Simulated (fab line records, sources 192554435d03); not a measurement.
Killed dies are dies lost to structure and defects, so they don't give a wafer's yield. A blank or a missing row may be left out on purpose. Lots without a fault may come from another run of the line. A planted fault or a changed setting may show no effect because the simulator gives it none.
fab line records | flow n5_finfet
record lots=24 wafers=72 last_day=17
route steps=1938 shown BEOL_M6@1241 BEOL_M7@1301
lots that met no fault: from a run of the same line without faults
start_h: hours from the record's first day to the start of the lot's first wafer shown | wait_h: hours since the lot's step before | " the same as in the row above | L1.1+2: a row that stands for several wafers | - no value, or no start given | * or withheld: withheld | < > ~ a bound
route shown NAME@n: a module of which the file shows steps, and the number in the route of the first | usual: mean/standard deviation of fault-free wafers | same: alike in all rows | chamber/n: place in a boat | sites: the reading at each site | _std_site: their standard deviation | _edge_site: outer sites' mean less inner sites' | radius_mm: how far each site lies from the wafer's centre | mask NAME#n: copy n | behind: the tool/chamber that last shaped the wafer | hold: why the lot was held/for how many hours/how that ended | device: the transistor (n, p or np) that didn't switch | end of line: the same wafers' tests at the end of the route | a step without rows: its recipe alone | killed: dies lost to structure and defects at the first sort, not the wafer's yield | map: a wafer's dies, x killed, . not, _ none there
set.NAME: the setting as run; set.NAME@STEP: as run at that earlier step | model.NAME: the simulator's own value behind a step, which no gauge read
steps of the route over a sample of lots; a table a step, a row a wafer
services: from which hour (start_h, from the record's first day; less than 0 if before it) a tool's chamber was out of use, for how many hours, and why
## steps
# step N5_BEOL_M6_STRIP_80
# recipe chemistry=N2/H2 time_s=10 power_w=450 temp_c=40 pressure_mtorr=20 rf_frequency_hz=6e+07 bias_power_w=7 n2_flow_sccm=200 h2_flow_sccm=200
# usual drypump_motor_current_A=5.5/0.44 oes_product_au=0.81/0.081 rf_vpp_V=59.0/0.97 showerhead_plenum_p_Torr=2.54/0.084 throttle_valve_pct=23.7/0.38
# columns lot.wafer tool chamber start_h wait_h drypump_motor_current_A oes_product_au rf_hours_counter_h rf_vpp_V showerhead_plenum_p_Torr throttle_valve_pct
L074.1 rie_diel-04 0 - - 5.5 0.90 35 60.2 2.59 23.8
L074.5 " 0 " " 5.5 0.90 - 58.6 2.59 23.8
L074.6 " 3 " " 5.4 0.80 - 61.2 2.57 23.8
L075.1 rie_diel-01 1 - - 6.1 0.77 122 60.8 2.44 23.8
L075.2 " 2 " " 5.6 0.90 31 60.2 2.69 23.0
L075.4 " 3 " " 6.2 0.81 102 59.0 2.67 24.2
L076.4 rie_diel-04 2 - - 5.7 0.91 25 58.8 2.60 24.2
L076.5 " 3 " " 5.4 0.79 - 58.3 2.57 23.8
L076.6 " 2 " " 5.7 0.92 - 58.8 2.60 24.2
L077.1 rie_diel-02 1 - - 5.4 0.90 23 59.3 2.48 23.1
L077.2 " 3 " " 4.9 0.73 169 58.5 2.53 23.8
L077.6 " 1 " " 5.4 0.90 - 57.8 2.48 23.1
L078.1 rie_diel-02 0 - - 5.6 0.74 184 58.8 2.51 23.7
L078.4 " 2 " " 5.0 0.71 188 59.0 2.42 24.0
L078.6 " 0 " " 5.6 0.75 - 59.3 2.51 23.7
L079.4 rie_diel-01 0 - - 5.9 0.95 22 59.7 2.59 23.3
L079.5 " 0 " " 5.9 0.95 - 57.6 2.59 23.3
L079.6 " 1 " " 6.1 0.77 - 58.7 2.44 23.8
L080.1 rie_diel-01 0 - - 5.9 0.94 24 58.4 2.59 23.3
L080.3 " 3 " " 6.2 0.80 112 60.4 2.66 24.2
L080.4 " 2 " " 5.6 0.89 42 60.0 2.69 23.1
L082.2 rie_diel-01 3 - - 6.2 0.80 116 58.7 2.66 24.2
L082.3 " 1 " " 6.1 0.76 135 59.6 2.44 23.9
L082.6 " 3 " " 6.2 0.79 - 58.5 2.66 24.2
L081.2 rie_diel-02 2 - - 5.0 0.71 197 58.9 2.42 24.0
L081.4 " 1 " " 5.4 0.88 33 58.6 2.47 23.1
L081.6 " 2 " " 5.0 0.71 - 58.8 2.42 24.0
L083.1 rie_diel-01 0 - - 5.9 0.92 29 59.1 2.59 23.4
L083.2 " 3 " " 6.3 0.79 117 60.1 2.66 24.3
L083.6 " 3 " " 6.2 0.79 - 57.3 2.66 24.3
L084.1 rie_diel-04 2 - - 5.7 0.89 39 59.2 2.59 24.3
L084.2 " 0 " " 5.5 0.88 53 59.0 2.58 23.8
L084.4 " 0 " " 5.5 0.87 - 58.4 2.58 23.8
L085.1 rie_diel-01 1 - - 6.1 0.75 143 58.3 2.43 23.8
L085.2 " 3 " " 6.2 0.78 124 59.8 2.66 24.3
L085.4 " 2 " " 5.6 0.86 53 59.9 2.68 23.1
L086.1 rie_diel-01 3 - - 6.2 0.79 126 58.5 2.66 24.3
L086.3 " 0 " " 5.9 0.92 39 59.2 2.59 23.4
L086.4 " 2 " " 5.6 0.87 56 60.3 2.68 23.1
L088.1 rie_diel-02 2 - - 5.0 0.70 206 59.1 2.41 24.0
L088.2 " 0 " " 5.6 0.73 203 61.4 2.50 23.7
L088.3 " 3 " " 4.9 0.72 188 59.1 2.52 23.8
L087.3 rie_diel-02 1 - - 5.4 0.87 42 59.6 2.47 23.2
L087.5 " 3 " " 4.9 0.71 - 59.0 2.52 23.8
L087.6 " 2 " " 5.0 0.69 - 57.9 2.41 24.0
L089.1 rie_diel-04 1 - - 4.7 0.94 9 58.6 2.48 23.3
L089.4 " 2 " " 5.6 0.86 57 58.7 2.59 24.3
L089.6 " 2 " " 5.6 0.86 - 57.6 2.59 24.3
L090.1 rie_diel-02 1 - - 5.3 0.85 51 60.1 2.47 23.2
L090.2 " 0 " " 5.7 0.72 211 58.2 2.50 23.7
L090.5 " 0 " " 5.6 0.72 - 58.7 2.50 23.7
L091.3 rie_diel-04 2 - - 5.7 0.85 60 58.8 2.59 24.3
L091.4 " 0 " " 5.5 0.84 76 57.9 2.57 23.8
L091.6 " 1 " " 4.7 0.93 - 58.8 2.48 23.3
L092.1 rie_diel-01 3 - - 6.2 0.77 139 60.2 2.65 24.3
L092.3 " 0 " " 5.9 0.89 55 60.1 2.58 23.4
L092.6 " 0 " " 5.9 0.89 - 60.8 2.58 23.4
L093.1 rie_diel-02 1 - - 5.4 0.85 53 57.9 2.47 23.2
L093.4 " 3 " " 4.9 0.71 199 60.3 2.52 23.9
L093.6 " 0 " " 5.7 0.72 - 58.3 2.50 23.7
L094.1 rie_diel-04 3 - - 5.4 0.76 135 59.2 2.55 23.9
L094.2 " 1 " " 4.7 0.92 17 58.9 2.48 23.3
L094.3 " 2 " " 5.7 0.85 66 59.1 2.58 24.3
L095.2 rie_diel-04 2 - - 5.7 0.85 66 60.6 2.58 24.3
L095.3 " 1 " " 4.8 0.92 17 58.6 2.48 23.3
L095.6 " 1 " " 4.7 0.92 - 57.7 2.48 23.3
L097.3 rie_diel-02 0 - - 5.6 0.72 223 59.7 2.50 23.7
L097.4 " 3 " " 4.9 0.70 209 59.1 2.51 23.9
L097.6 " 3 " " 4.9 0.71 - 57.1 2.51 23.9
L096.1 rie_diel-01 3 - - 6.2 0.76 152 58.7 2.65 24.3
L096.3 " 1 " " 6.1 0.72 175 57.6 2.42 23.9
L096.5 " 3 " " 6.2 0.77 - 58.9 2.65 24.3
# step N5_BEOL_M6_CD_MEAS_35
# recipe target_cd_nm=40 target_cd_y_nm=28 polarity=opening
# usual cd_nm=40.1/0.49
# columns lot.wafer tool chamber start_h wait_h cd_nm
L074.1 cd_sem-03 - 182.12 0.0 40.1
L074.5 " - " " 39.7
L074.6 " - " " 39.7
L075.1 cd_sem-03 - 194.05 0.0 39.6
L075.2 " - " " 40.3
L075.4 " - " " 39.5
L076.4 cd_sem-01 - 196.37 0.0 39.2
L076.5 " - " " 39.5
L076.6 " - " " 39.6
L077.1 cd_sem-02 - 204.42 0.0 39.8
L077.2 " - " " 39.9
L077.6 " - " " 39.8
L078.1 cd_sem-03 - 207.58 0.0 40.5
L078.4 " - " " 40.1
L078.6 " - " " 40.1
L079.4 cd_sem-03 - 213.63 0.0 40.1
L079.5 " - " " 39.6
L079.6 " - " " 39.2
L080.1 cd_sem-02 - 221.09 0.0 39.8
L080.3 " - " " 40.5
L080.4 " - " " 40.4
L082.2 cd_sem-01 - 229.94 0.0 40.6
L082.3 " - " " 39.6
L082.6 " - " " 39.7
L081.2 cd_sem-03 - 231.69 0.0 39.9
L081.4 " - " " 40.1
L081.6 " - " " 39.8
L083.1 cd_sem-01 - 231.82 0.0 40.3
L083.2 " - " " 40.4
L083.6 " - " " 40.7
L084.1 cd_sem-03 - 234.69 0.0 39.7
L084.2 " - " " 40.4
L084.4 " - " " 40.9
L085.1 cd_sem-02 - 250.34 0.0 39.8
L085.2 " - " " 40.6
L085.4 " - " " 40.4
L086.1 cd_sem-02 - 258.48 0.0 41.0
L086.3 " - " " 40.8
L086.4 " - " " 41.2
L088.1 cd_sem-02 - 260.46 0.0 41.2
L088.2 " - " " 40.9
L088.3 " - " " 40.8
L087.3 cd_sem-03 - 261.12 0.0 40.6
L087.5 " - " " 39.9
L087.6 " - " " 40.0
L089.1 cd_sem-01 - 281.04 0.0 40.0
L089.4 " - " " 40.4
L089.6 " - " " 40.2
L090.1 cd_sem-02 - 290.53 0.0 39.2
L090.2 " - " " 40.5
L090.5 " - " " 40.1
L091.3 cd_sem-03 - 290.59 0.0 39.8
L091.4 " - " " 40.4
L091.6 " - " " 39.8
L092.1 cd_sem-03 - 293.66 0.0 39.5
L092.3 " - " " 39.7
L092.6 " - " " 39.7
L093.1 cd_sem-01 - 294.18 0.0 40.3
L093.4 " - " " 40.8
L093.6 " - " " 40.0
L094.1 cd_sem-01 - 305.24 0.0 40.7
L094.2 " - " " 40.2
L094.3 " - " " 40.4
L095.2 cd_sem-02 - 307.38 0.0 40.1
L095.3 " - " " 40.5
L095.6 " - " " 40.4
L097.3 cd_sem-01 - 320.53 0.0 39.5
L097.4 " - " " 40.9
L097.6 " - " " 39.9
L096.1 cd_sem-01 - 323.88 0.0 38.9
L096.3 " - " " 39.9
L096.5 " - " " 39.3
# step N5_BEOL_M6_SPUTTER_48
# recipe material=Cu target_thk_a=100 temp_c=-20 bias_v=60 power_w=26000 chamber_pressure_pa=0.13 time_s=1.667
# usual bias_v=60.0/0.65 throttle_valve_pct=29.5/0.95
# columns lot.wafer tool chamber start_h wait_h bias_v throttle_valve_pct
L074.1 pvd_sputter-03 - 183.39 0.1 60.6 30.4
L074.5 " - " " 61.2 29.0
L074.6 " - " " 60.1 29.5
L075.1 pvd_sputter-01 - 195.79 0.3 60.1 29.5
L075.2 " - " " 58.8 28.0
L075.4 " - " " 59.8 28.7
L076.4 pvd_sputter-03 - 200.12 0.1 59.4 29.3
L076.5 " - " " 59.8 29.0
L076.6 " - " " 60.2 29.4
L077.1 pvd_sputter-03 - 207.54 0.1 59.7 30.4
L077.2 " - " " 59.1 29.4
L077.6 " - " " 60.4 29.4
L078.1 pvd_sputter-02 - 209.13 0.1 59.5 29.0
L078.4 " - " " 60.2 30.0
L078.6 " - " " 59.3 29.5
L079.4 pvd_sputter-01 - 215.34 0.1 60.0 31.6
L079.5 " - " " 58.5 28.8
L079.6 " - " " 59.9 28.2
L080.1 pvd_sputter-03 - 222.01 0.1 60.5 30.3
L080.3 " - " " 60.1 29.1
L080.4 " - " " 59.6 29.5
L082.2 pvd_sputter-02 - 231.61 0.1 59.5 29.9
L082.3 " - " " 59.6 29.5
L082.6 " - " " 60.0 29.6
L081.2 pvd_sputter-02 - 233.93 0.1 61.3 29.7
L081.4 " - " " 60.3 29.0
L081.6 " - " " 60.5 29.9
L083.1 pvd_sputter-02 - 234.77 0.3 60.7 30.1
L083.2 " - " " 60.2 29.2
L083.6 " - " " 58.9 29.6
L084.1 pvd_sputter-01 - 236.19 0.1 60.2 29.5
L084.2 " - " " 60.2 28.3
L084.4 " - " " 59.8 31.5
L085.1 pvd_sputter-03 - 254.83 0.3 58.7 29.1
L085.2 " - " " 61.6 29.2
L085.4 " - " " 58.6 29.4
L086.1 pvd_sputter-03 - 259.63 0.1 61.5 29.3
L086.3 " - " " 60.1 29.2
L086.4 " - " " 60.6 30.6
L088.1 pvd_sputter-01 - 262.50 0.2 60.1 28.7
L088.2 " - " " 60.3 28.0
L088.3 " - " " 59.6 31.5
L087.3 pvd_sputter-01 - 263.47 0.1 60.2 31.4
L087.5 " - " " 60.7 29.5
L087.6 " - " " 59.9 29.0
L089.1 pvd_sputter-01 - 283.24 0.4 61.2 29.4
L089.4 " - " " 59.8 31.7
L089.6 " - " " 60.3 29.3
L090.1 pvd_sputter-02 - 291.72 0.1 60.8 29.2
L090.2 " - " " 61.2 29.0
L090.5 " - " " 59.3 28.9
L091.3 pvd_sputter-03 - 291.80 0.1 59.3 29.5
L091.4 " - " " 60.1 29.4
L091.6 " - " " 59.4 29.2
L092.1 pvd_sputter-01 - 294.82 0.1 60.1 28.7
L092.3 " - " " 61.4 31.6
L092.6 " - " " 59.8 29.6
L093.1 pvd_sputter-01 - 295.52 0.1 60.1 29.5
L093.4 " - " " 59.5 31.9
L093.6 " - " " 59.2 29.3
L094.1 pvd_sputter-01 - 308.36 1.6 59.8 28.8
L094.2 " - " " 60.0 29.8
L094.3 " - " " 60.3 31.6
L095.2 pvd_sputter-03 - 309.25 0.1 59.9 29.5
L095.3 " - " " 60.6 29.2
L095.6 " - " " 58.7 30.2
L097.3 pvd_sputter-01 - 323.24 1.3 59.2 28.8
L097.4 " - " " 59.4 28.8
L097.6 " - " " 59.8 27.9
L096.1 pvd_sputter-01 - 326.68 0.2 60.6 28.9
L096.3 " - " " 61.0 31.8
L096.5 " - " " 60.1 28.1
# step N5_BEOL_M6_CMP_52
# recipe stop_on=SiCOH_lowk t_overpolish_s=6.9 down_force_psi=1 platen_rpm=50 clearing_platen_down_force_psi=1.5 clearing_platen_rpm=50 post_cmp_clean=cu_alkaline target_thk_nm=80 clearing_platen_pad_velocity_m_s=0.99484 pad_velocity_m_s=0.99484
# usual barrier_field_endpoint_s=29.1/0.58 motor_current_A=6.4/0.65 overpolish_run_s=6.900/0.0098 retaining_ring_pressure_frac=1.000/0.0046 time_to_endpoint_s=61.9/2.6
# same t_overpolish_s=6.9
# columns lot.wafer tool chamber start_h wait_h barrier_field_endpoint_s motor_current_A overpolish_run_s retaining_ring_pressure_frac time_to_endpoint_s
L074.1 cmp-01 1 183.94 0.3 29.2 5.8 6.902 1.005 59.2
L074.5 " 0 " " 30.4 6.6 6.900 0.999 64.5
L074.6 " 1 " " 30.5 6.2 6.899 0.999 66.8
L075.2 cmp-01 0 196.39 0.3 29.3 6.8 6.885 0.990 66.2
L075.4 " 1 " " 30.2 5.9 6.901 0.998 65.8
L075.1 " 3 " " 29.5 5.2 6.899 1.000 64.8
L076.4 cmp-03 0 200.74 0.2 29.2 6.9 6.898 1.006 61.3
L076.5 " 1 " " 29.0 6.3 6.914 1.009 61.4
L076.6 " 2 " " 28.8 5.4 6.902 1.002 60.2
L077.2 cmp-03 2 208.14 0.3 30.2 5.4 6.912 1.006 62.0
L077.1 " 3 " " 28.8 6.0 6.908 0.996 57.2
L077.6 " 0 " " 29.4 7.1 6.896 0.995 60.5
L078.1 cmp-04 1 209.67 0.3 29.1 6.8 6.913 1.004 65.4
L078.4 " 2 " " 28.8 6.2 6.891 0.991 62.6
L078.6 " 1 " " 29.2 6.6 6.885 1.001 62.8
L079.4 cmp-03 0 215.88 0.1 28.9 7.2 6.911 1.001 56.9
L079.5 " 0 " " 29.0 7.0 6.918 1.000 58.1
L079.6 " 1 " " 28.7 6.6 6.890 1.000 57.4
L080.1 cmp-01 1 222.57 0.3 28.5 5.5 6.881 1.003 63.2
L080.4 " 2 " " 30.6 7.5 6.905 1.005 66.7
L080.3 " 3 " " 29.0 5.7 6.901 1.003 63.3
L082.3 cmp-03 2 232.25 0.3 29.2 5.6 6.888 1.003 63.2
L082.2 " 3 " " 29.0 6.3 6.909 0.996 60.7
L082.6 " 2 " " 29.1 5.4 6.909 1.008 61.5
L081.2 cmp-01 1 234.44 0.2 28.0 6.0 6.900 1.000 63.0
L081.4 " 0 " " 28.5 6.9 6.914 0.994 63.3
L081.6 " 1 " " 29.3 6.0 6.909 0.997 61.6
L083.1 cmp-04 2 235.54 0.3 28.8 6.4 6.907 0.999 64.1
L083.2 " 1 " " 28.7 6.3 6.898 0.999 65.8
L083.6 " 3 " " 29.5 5.6 6.920 1.000 67.4
L084.2 cmp-01 2 237.58 0.2 29.2 7.6 6.915 1.001 63.1
L084.1 " 3 " " 29.4 5.5 6.903 0.998 60.5
L084.4 " 0 " " 29.2 7.1 6.891 0.995 62.8
L085.4 cmp-03 1 255.34 0.1 28.3 6.3 6.885 1.011 58.6
L085.1 " 3 " " 27.7 6.3 6.913 1.001 58.6
L085.2 " 0 " " 28.6 7.0 6.900 0.993 60.8
L086.4 cmp-01 0 260.13 0.1 29.2 6.5 6.906 1.000 57.9
L086.3 " 1 " " 28.7 5.5 6.886 0.993 59.2
L086.1 " 3 " " 28.8 5.6 6.907 0.996 58.4
L088.2 cmp-03 1 263.05 0.2 28.6 6.7 6.894 0.999 61.7
L088.1 " 2 " " 28.5 5.3 6.894 1.001 61.1
L088.3 " 3 " " 28.7 6.2 6.902 0.998 60.5
L087.3 cmp-01 0 264.09 0.3 29.4 6.7 6.903 0.999 61.6
L087.5 " 1 " " 29.6 5.8 6.922 1.008 65.2
L087.6 " 2 " " 29.2 7.7 6.913 1.000 65.3
L089.1 cmp-01 2 284.07 0.3 28.4 7.6 6.893 1.000 62.5
L089.4 " 3 " " 28.9 5.7 6.889 0.994 59.9
L089.6 " 0 " " 28.8 7.0 6.893 0.997 60.6
L090.1 cmp-04 1 292.84 0.3 29.2 6.9 6.887 0.999 61.9
L090.2 " 3 " " 29.4 5.5 6.892 1.001 61.8
L090.5 " 1 " " 29.6 6.5 6.898 0.999 59.5
L091.4 cmp-03 3 293.30 0.2 29.4 6.6 6.906 1.009 63.5
L091.3 " 0 " " 29.1 6.7 6.908 1.000 61.8
L091.6 " 0 " " 29.9 6.7 6.904 1.006 61.7
L092.1 cmp-04 2 295.84 0.3 29.8 6.5 6.892 0.999 59.5
L092.3 " 3 " " 29.8 5.7 6.900 0.994 61.7
L092.6 " 2 " " 29.7 6.5 6.902 0.997 61.5
L093.4 cmp-01 0 296.95 0.2 29.0 7.0 6.881 1.007 58.0
L093.1 " 3 " " 29.0 5.4 6.895 0.994 65.1
L093.6 " 0 " " 28.6 6.9 6.893 1.000 61.8
L094.3 cmp-01 3 309.08 0.2 28.8 5.8 6.887 0.994 58.7
L094.2 " 0 " " 28.1 7.0 6.889 0.998 56.4
L094.1 " 1 " " 28.7 6.3 6.897 1.003 58.3
L095.3 cmp-04 0 309.76 0.2 28.5 6.1 6.896 0.999 63.3
L095.2 " 2 " " 29.1 6.8 6.890 1.000 62.9
L095.6 " 0 " " 29.0 6.1 6.918 0.997 62.5
L097.3 cmp-03 0 324.08 0.2 29.6 6.7 6.896 0.995 62.6
L097.4 " 1 " " 29.6 6.7 6.894 0.999 63.2
L097.6 " 3 " " 29.6 6.1 6.894 1.008 61.8
L096.1 cmp-01 3 327.41 0.3 28.7 5.5 6.895 1.001 63.4
L096.3 " 1 " " 28.1 5.9 6.906 0.995 60.8
L096.5 " 3 " " 29.2 5.8 6.898 0.996 62.2
# step N5_BEOL_M7_ETCH_65
# recipe chemistry=CF4 target=SiARC target_depth_a=156 mask_material=CAR-EUV time_s=26 ion_energy_ev=80 pressure_mtorr=40 source_w=545 bias_w=36 Ar_flow_sccm=100 cf4_flow_sccm=100 ends=cleared
# usual drypump_motor_current_A=5.4/0.5 etch_rf_on_time_s=26.3/0.42 oes_product_au=0.67/0.073 rf_vpp_V=184.1/1.2 showerhead_plenum_p_Torr=2.15/0.059 throttle_valve_pct=15.62/0.25
# columns lot.wafer tool chamber start_h wait_h drypump_motor_current_A etch_rf_on_time_s oes_product_au rf_hours_counter_h rf_vpp_V showerhead_plenum_p_Torr throttle_valve_pct
L074.1 rie_diel-06 0 188.72 0.0 5.5 25.7 0.65 152 182.1 2.06 15.82
L074.5 " 3 " " 6.7 25.7 0.76 - 185.2 2.19 15.38
L074.6 " 0 " " 5.5 25.8 0.65 - 184.2 2.06 15.81
L075.1 rie_diel-05 3 203.01 0.0 5.4 26.2 0.62 178 184.3 2.22 15.64
L075.2 " 0 " " 5.3 26.0 0.65 164 183.2 2.14 15.43
L075.4 " 2 " " 6.0 26.0 0.59 - 186.6 2.11 15.95
L076.4 rie_diel-03 0 204.48 0.0 5.3 26.6 0.60 198 185.4 2.21 15.64
L076.5 " 2 " " 4.8 26.0 0.81 - 182.0 2.11 15.07
L076.6 " 3 " " 5.1 26.1 0.71 - 183.8 2.16 15.50
L077.1 rie_diel-06 0 213.15 0.0 5.5 25.8 0.64 161 183.0 2.06 15.83
L077.2 " 3 " " 6.8 25.6 0.75 48 184.9 2.18 15.39
L077.6 " 2 " " 5.7 26.6 0.62 - 183.0 2.06 15.98
L078.1 rie_diel-06 0 214.73 0.0 5.5 26.5 0.64 161 183.5 2.06 15.82
L078.4 " 1 " " 5.4 26.3 0.73 71 184.6 2.18 15.67
L078.6 " 1 " " 5.4 26.2 0.72 - 182.0 2.18 15.67
L079.4 rie_diel-05 3 221.65 0.0 5.4 26.5 0.62 - 186.5 2.22 15.67
L079.5 " 1 " " 5.6 25.6 0.81 - 185.6 2.28 15.57
L079.6 " 0 " " 5.3 26.5 0.64 - 184.4 2.14 15.47
L080.1 rie_diel-03 2 226.23 0.0 4.8 26.4 0.79 10 182.6 2.11 15.08
L080.3 " 0 " " 5.3 26.4 0.60 207 186.5 2.20 15.67
L080.4 " 1 " " 5.2 26.9 0.59 - 185.1 2.21 15.72
L082.2 rie_diel-05 3 236.09 0.0 5.4 26.5 0.62 190 184.9 2.22 15.66
L082.3 " 0 " " 5.3 26.4 0.63 176 184.2 2.14 15.48
L082.6 " 3 " " 5.4 26.4 0.62 - 184.4 2.22 15.66
L081.2 rie_diel-03 2 238.76 0.0 4.8 26.0 0.79 15 184.4 2.11 15.09
L081.4 " 2 " " 4.8 26.2 0.78 - 182.3 2.11 15.09
L081.6 " 0 " " 5.3 26.5 0.59 - 184.2 2.20 15.66
L083.1 rie_diel-06 0 238.93 0.0 5.5 25.9 0.64 169 182.6 2.05 15.84
L083.2 " 3 " " 6.8 25.4 0.74 57 184.6 2.18 15.42
L083.6 " 2 " " 5.7 26.5 0.62 - 180.5 2.06 16.00
L084.1 rie_diel-06 0 244.02 0.0 5.5 26.0 0.63 170 182.7 2.05 15.84
L084.2 " 3 " " 6.7 25.7 0.73 59 183.8 2.18 15.42
L084.4 " 1 " " 5.3 26.0 0.72 80 183.8 2.17 15.68
L085.1 rie_diel-06 3 259.04 0.0 6.8 25.8 0.72 64 182.8 2.18 15.43
L085.2 " 1 " " 5.3 26.1 0.71 85 184.6 2.17 15.68
L085.4 " 0 " " 5.5 25.9 0.63 176 181.4 2.05 15.86
L088.1 rie_diel-03 3 266.12 0.0 5.1 26.1 0.69 113 184.3 2.16 15.52
L088.2 " 2 " " 4.8 26.3 0.76 24 183.0 2.10 15.11
L088.3 " 0 " " 5.3 26.2 0.59 221 184.0 2.20 15.69
L086.1 rie_diel-05 0 266.16 0.0 5.3 26.3 0.63 186 183.5 2.13 15.50
L086.3 " 2 " " 6.0 26.2 0.80 11 183.3 2.11 15.49
L086.4 " 1 " " 5.6 25.6 0.76 20 185.9 2.27 15.60
L087.3 rie_diel-03 2 268.04 0.0 4.8 26.5 0.76 24 183.7 2.10 15.11
L087.5 " 2 " " 4.8 26.3 0.76 - 184.0 2.10 15.11
L087.6 " 1 " " 5.2 26.9 0.58 - 184.9 2.20 15.75
L089.1 rie_diel-06 2 289.95 0.0 5.7 26.8 0.61 175 184.9 2.06 16.03
L089.4 " 1 " " 5.4 26.1 0.71 94 185.4 2.17 15.69
L089.6 " 2 " " 5.7 26.7 0.60 - 185.1 2.06 16.01
L090.1 rie_diel-03 2 295.61 0.0 4.8 26.1 0.75 32 182.9 2.10 15.13
L090.2 " 3 " " 5.1 25.9 0.69 121 184.7 2.15 15.57
L090.5 " 0 " " 5.4 26.2 0.58 - 184.2 2.20 15.71
L091.3 rie_diel-03 0 297.62 0.0 5.3 26.5 0.58 230 184.9 2.20 15.70
L091.4 " 2 " " 4.8 26.3 0.75 33 183.3 2.10 15.13
L091.6 " 2 " " 4.8 26.3 0.75 - 182.8 2.10 15.11
L093.1 rie_diel-03 3 301.68 0.0 5.1 26.0 0.69 123 183.9 2.15 15.56
L093.4 " 2 " " 4.8 26.0 0.74 34 183.7 2.10 15.12
L093.6 " 1 " " 5.2 26.8 0.57 - 185.8 2.20 15.77
L092.1 rie_diel-06 1 302.10 0.0 5.3 25.9 0.70 99 185.0 2.17 15.71
L092.3 " 2 " " 5.7 26.4 0.61 179 184.0 2.05 16.05
L092.6 " 1 " " 5.3 25.9 0.70 - 184.1 2.17 15.73
L094.1 rie_diel-05 0 313.85 0.0 5.3 26.3 0.62 201 185.4 2.13 15.53
L094.2 " 2 " " 6.0 26.0 0.78 22 182.2 2.10 15.55
L094.3 " 1 " " 5.6 25.4 0.74 35 185.9 2.27 15.63
L095.2 rie_diel-06 1 313.89 0.0 5.3 25.9 0.69 103 183.6 2.17 15.73
L095.3 " 3 " " 6.8 25.7 0.70 83 184.8 2.17 15.46
L095.6 " 2 " " 5.6 26.7 0.60 - 184.1 2.05 16.05
L097.3 rie_diel-03 3 328.52 0.0 5.1 26.6 0.67 130 183.4 2.15 15.57
L097.4 " 0 " " 5.3 26.8 0.57 238 184.5 2.19 15.72
L097.6 " 1 " " 5.1 26.8 0.58 - 186.7 2.20 15.77
L096.1 rie_diel-03 1 332.63 0.0 5.2 27.4 0.57 247 184.1 2.20 15.76
L096.3 " 3 " " 5.1 26.3 0.68 132 184.4 2.15 15.58
L096.5 " 3 " " 5.1 26.2 0.68 - 185.3 2.15 15.57
# step N5_BEOL_M7_CD_MEAS_35
# recipe target_cd_nm=40 polarity=opening
# usual cd_nm=39.9/0.48
# columns lot.wafer tool chamber start_h wait_h cd_nm
L074.1 cd_sem-02 - 189.25 0.0 39.8
L074.5 " - " " 39.7
L074.6 " - " " 39.8
L075.1 cd_sem-01 - 203.54 0.0 39.9
L075.2 " - " " 39.7
L075.4 " - " " 39.3
L076.4 cd_sem-02 - 205.02 0.0 39.9
L076.5 " - " " 40.0
L076.6 " - " " 39.4
L077.1 cd_sem-02 - 213.69 0.0 40.7
L077.2 " - " " 39.5
L077.6 " - " " 39.6
L078.1 cd_sem-01 - 215.27 0.0 40.1
L078.4 " - " " 39.2
L078.6 " - " " 39.1
L079.4 cd_sem-02 - 222.17 0.0 38.9
L079.5 " - " " 39.1
L079.6 " - " " 39.9
L080.1 cd_sem-01 - 226.76 0.0 40.1
L080.3 " - " " 40.1
L080.4 " - " " 40.1
L082.2 cd_sem-02 - 236.62 0.0 39.1
L082.3 " - " " 39.9
L082.6 " - " " 39.9
L081.2 cd_sem-02 - 239.30 0.0 40.1
L081.4 " - " " 40.1
L081.6 " - " " 39.9
L083.1 cd_sem-03 - 239.46 0.0 40.1
L083.2 " - " " 40.4
L083.6 " - " " 40.4
L084.1 cd_sem-03 - 244.56 0.0 40.3
L084.2 " - " " 40.6
L084.4 " - " " 40.4
L085.1 cd_sem-02 - 259.59 0.0 40.2
L085.2 " - " " 40.3
L085.4 " - " " 40.7
L088.1 cd_sem-03 - 266.65 0.0 39.5
L088.2 " - " " 39.1
L088.3 " - " " 40.1
L086.1 cd_sem-01 - 266.69 0.0 39.9
L086.3 " - " " 39.5
L086.4 " - " " 39.9
L087.3 cd_sem-01 - 268.58 0.0 39.5
L087.5 " - " " 39.4
L087.6 " - " " 38.7
L089.1 cd_sem-02 - 290.49 0.0 40.1
L089.4 " - " " 40.0
L089.6 " - " " 40.6
L090.1 cd_sem-03 - 296.15 0.0 40.1
L090.2 " - " " 40.2
L090.5 " - " " 40.6
L091.3 cd_sem-01 - 298.16 0.0 40.7
L091.4 " - " " 40.3
L091.6 " - " " 39.9
L093.1 cd_sem-03 - 302.21 0.0 40.5
L093.4 " - " " 40.5
L093.6 " - " " 39.8
L092.1 cd_sem-01 - 302.63 0.0 39.3
L092.3 " - " " 39.9
L092.6 " - " " 39.3
L094.1 cd_sem-02 - 314.38 0.0 39.5
L094.2 " - " " 39.8
L094.3 " - " " 39.8
L095.2 cd_sem-01 - 314.43 0.0 39.7
L095.3 " - " " 39.8
L095.6 " - " " 40.6
L097.3 cd_sem-03 - 329.15 0.0 39.9
L097.4 " - " " 39.5
L097.6 " - " " 39.8
L096.1 cd_sem-02 - 333.16 0.0 40.1
L096.3 " - " " 39.7
L096.5 " - " " 39.8
## services
# columns tool chamber start_h hours kind
rie_diel-06 3 158.92 1.5 repair
rie_diel-03 2 161.17 - clean
cmp-01 - 171.22 0.3 repair
rie_diel-02 0 180.49 4.4 repair
cmp-04 - 191.17 5.9 repair
rie_diel-03 2 208.36 12.5 repair
cmp-04 - 214.02 4.0 pm
rie_diel-03 3 217.87 22.0 repair
rie_diel-02 - 220.78 2.3 repair
cmp-01 - 229.66 4.0 pm
cmp-01 - 233.66 - consumable_replace:conditioner
cmp-01 - 233.66 - consumable_replace:pad
rie_diel-05 3 240.96 8.6 repair
cmp-04 - 243.72 28.0 repair
rie_diel-01 3 270.15 5.9 repair
rie_diel-05 2 283.44 5.7 repair
rie_diel-01 2 285.76 10.5 repair
rie_diel-03 1 291.24 4.8 repair
rie_diel-03 - 296.14 0.2 repair
cmp-01 - 300.61 0.5 repair
rie_diel-01 0 307.46 4.7 repair
rie_diel-06 - 307.82 0.2 repair
rie_diel-01 0 314.89 13.9 repair
rie_diel-01 1 329.92 2.2 repair
## key
fault none
